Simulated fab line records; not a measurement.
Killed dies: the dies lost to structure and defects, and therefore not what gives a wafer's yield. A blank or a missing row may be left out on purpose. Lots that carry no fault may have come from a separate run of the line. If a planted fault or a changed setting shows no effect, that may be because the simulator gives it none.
Split-lot experiment ; flow n5_finfet ; 39 wafers read across 7 lots, on a route 1938 steps long

== THE SPLIT ITSELF ==
At N5_BEOL_M8_ILD_DEP_00 (deposits SiCOH lowk from DEMS/porogen, target thk 179.75 nm, time 33.4 s), the setting target_thk_a was moved away from the recipe's 1797.5 angstrom on 12 of the 39 wafers read, by -59.7% to +40.9%. For the rest of the wafers, this setting stayed at what the recipe calls for.

== THE PATH FROM SPLIT TO READING: the file shows 1 step between them ==
- N5_BEOL_M8_CURE_74: cures SiCOH lowk, time 240 s

== THE READING ==
Values of M8_ILD_THK in nm from N5_BEOL_M8_THK_MEAS_01. Typical for fault-free wafers on this fab line: 156.2 nm, with standard deviation 2.1 nm.

wafer;tool, chamber at the split;target_thk_a as run, angstrom;against the recipe;M8_ILD_THK, nm;against lot-mates on the recipe
L076.1;pecvd-03, 2;1797.5;recipe;155.2;-
L076.4;pecvd-03, 1;1797.5;recipe;157.3;-
L076.6;pecvd-03, 0;1797.5;recipe;159.6;-
L078.1;pecvd-01, 0;724.2;-59.7%;61.8;-94.8
L078.2;pecvd-01, 1;1797.5;recipe;154.2;-
L078.3;pecvd-01, 1;724.2;-59.7%;62.8;-93.8
L078.4;pecvd-01, 0;724.2;-59.7%;63.9;-92.7
L078.5;pecvd-01, 1;1797.5;recipe;158.2;-
L078.6;pecvd-01, 0;1797.5;recipe;157.3;-
L082.1;pecvd-01, 1;1797.5;recipe;152.9;-
L082.2;pecvd-01, 0;1797.5;recipe;152.7;-
L082.3;pecvd-01, 2;1797.5;recipe;151.5;-
L082.4;pecvd-01, 1;749.2;-58.3%;62.6;-89.8
L082.5;pecvd-01, 0;749.2;-58.3%;63.6;-88.8
L082.6;pecvd-01, 2;749.2;-58.3%;64.0;-88.4
L089.1;pecvd-02, 2;1797.5;recipe;155.6;-
L089.2;pecvd-02, 0;1797.5;recipe;156.0;-
L089.3;pecvd-02, 1;1797.5;recipe;158.1;-
L089.4;pecvd-02, 0,2;1797.5;recipe;158.5;-
L089.5;pecvd-02, 0,2;1797.5;recipe;158.4;-
L089.6;pecvd-02, 1;1797.5;recipe;160.9;-
L094.1;pecvd-01, 1;1797.5;recipe;156.0;-
L094.2;pecvd-01, 2;1797.5;recipe;154.5;-
L094.3;pecvd-01, 0;1797.5;recipe;154.9;-
L094.4;pecvd-01, 1;1797.5;recipe;158.8;-
L094.5;pecvd-01, 2;1797.5;recipe;159.3;-
L094.6;pecvd-01, 0;1797.5;recipe;157.0;-
L095.1;pecvd-01, 0;2533;+40.9%;217.8;+63.2
L095.2;pecvd-01, 1;1797.5;recipe;154.1;-
L095.3;pecvd-01, 2;1797.5;recipe;154.2;-
L095.4;pecvd-01, 2;2533;+40.9%;220.5;+65.9
L095.5;pecvd-01, 0;1797.5;recipe;155.5;-
L095.6;pecvd-01, 1;2533;+40.9%;220.1;+65.5
L097.1;pecvd-02, 0;2124;+18.2%;185.2;+26.9
L097.2;pecvd-02, 1;1797.5;recipe;156.4;-
L097.3;pecvd-02, 1;1797.5;recipe;158.9;-
L097.4;pecvd-02, 0;1797.5;recipe;159.5;-
L097.5;pecvd-02, 0,1;2124;+18.2%;188.3;+30.0
L097.6;pecvd-02, 0,1;2124;+18.2%;188.1;+29.8
The file does not say which wafer passed through which chamber wherever a row lists several chambers: such a row stands for several wafers.

FIT RESULTS
A straight line over all 39 wafers: M8_ILD_THK changes by +1.58 nm for each +1% of target_thk_a; r = +1.00; the points scatter about the line by 2.3 nm.
The same after taking each lot's own level away (the mean of its wafers on the recipe; 39 wafers): +1.56 nm for each +1%; r = +1.00; scatter 1.6 nm.
The reading moves by 93 nm for the largest change in target_thk_a, on that fit.
Across the lots, their own levels run from 152.37 to 158.27 nm, a range of 2.8 times the standard deviation given above.
Hence the lot-to-lot level has little effect on the slope; both slopes agree.
Check: -92.5 nm against its lot-mates is what the line predicts for one of the wafers moved furthest among these (-59.7%) when that wafer is left out of the fit. It came out at -94.8 nm against them.

== THESE WAFERS: OTHER SPLITS ==
Before the reading, these wafers also passed through other splits. Each is held against what the fit with the lots' levels taken away leaves over:
other split on the same wafers;wafers away from the commonest value;r with M8_ILD_THK (lot level and that fit taken away)
N5_BEOL_M6_ILD_DEP_00 time_s;9;+0.21

== THE WHOLE CHAIN: every reading that the file lists as answering this split, in the file's order ==
step;what it does;reading;change (the file's fit);r (the file's)
N5_BEOL_M8_ILD_DEP_00;deposits SiCOH lowk from DEMS/porogen, target thk 179.75 nm, time 33.4 s;SiCOH_lowk_of_BEOL_M8_ILD_DEP_00.thk_nm (the simulator's own value, which no gauge read);+1.79 nm for each +1% of the setting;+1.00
N5_BEOL_M8_CURE_74;cures SiCOH lowk, time 240 s;SiCOH_lowk_of_BEOL_M8_ILD_DEP_00.thk_nm (the simulator's own value, which no gauge read);+1.56 nm for each +1% of the setting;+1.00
N5_BEOL_M8_THK_MEAS_01;;M8_ILD_THK;+1.56 for each +1% of the setting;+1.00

== THE FILE'S OWN FIT ==
M8_ILD_THK changes by +1.56 nm for each +1% of target_thk_a, r = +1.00.
